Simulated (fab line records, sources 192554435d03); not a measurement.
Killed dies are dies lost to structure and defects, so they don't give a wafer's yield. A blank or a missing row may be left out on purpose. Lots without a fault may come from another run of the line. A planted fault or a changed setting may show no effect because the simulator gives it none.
Chamber matching | flow n5_finfet | N5_HKMG_FIN_DESCUM_17 on rie_diel-04: 3 sister chambers
The step chemistry O2, time 7.9 s. 3 wafers are shown with their chamber, then 6 later ones without.

WAFERS WITH THEIR CHAMBER
wafer  | chamber | throttle_valve_pct (%)
L083.1 | 2       | 20.11
L083.2 | 1       | 20.43
L086.5 | 3       | 20.49

WAFERS WITHOUT THEIR CHAMBER
wafer  | throttle_valve_pct (%)
L086.6 | 20.11
L088.1 | 20.13
L088.6 | 20.49
L093.1 | 20.15
L093.3 | 20.51
L093.6 | 20.50

WHICH CHAMBER EACH WENT THROUGH
wafer  | from the rows above | in truth
L086.6 | 2                   | 2
L088.1 | 2                   | 2
L088.6 | 3                   | 3
L093.1 | 2                   | 2
L093.3 | 3                   | 3
L093.6 | 3                   | 3
Placed correctly: 6 of 6. Can't be placed from these rows: 0. Placed wrongly: 0.
How it was worked out, from the rows above alone: a wafer's distance from a chamber is the root of the sum, over the readings, of the square of ((its reading less the chamber's mean) divided by the reading's scatter). The wafer belongs to the nearest chamber; if the next one is less than 2 further off, it can't be placed. A chamber's mean is the mean of its shown wafers. The scatter: with one shown wafer a chamber, the root of the mean of the squares of how far each hidden wafer lies from its nearest shown one.
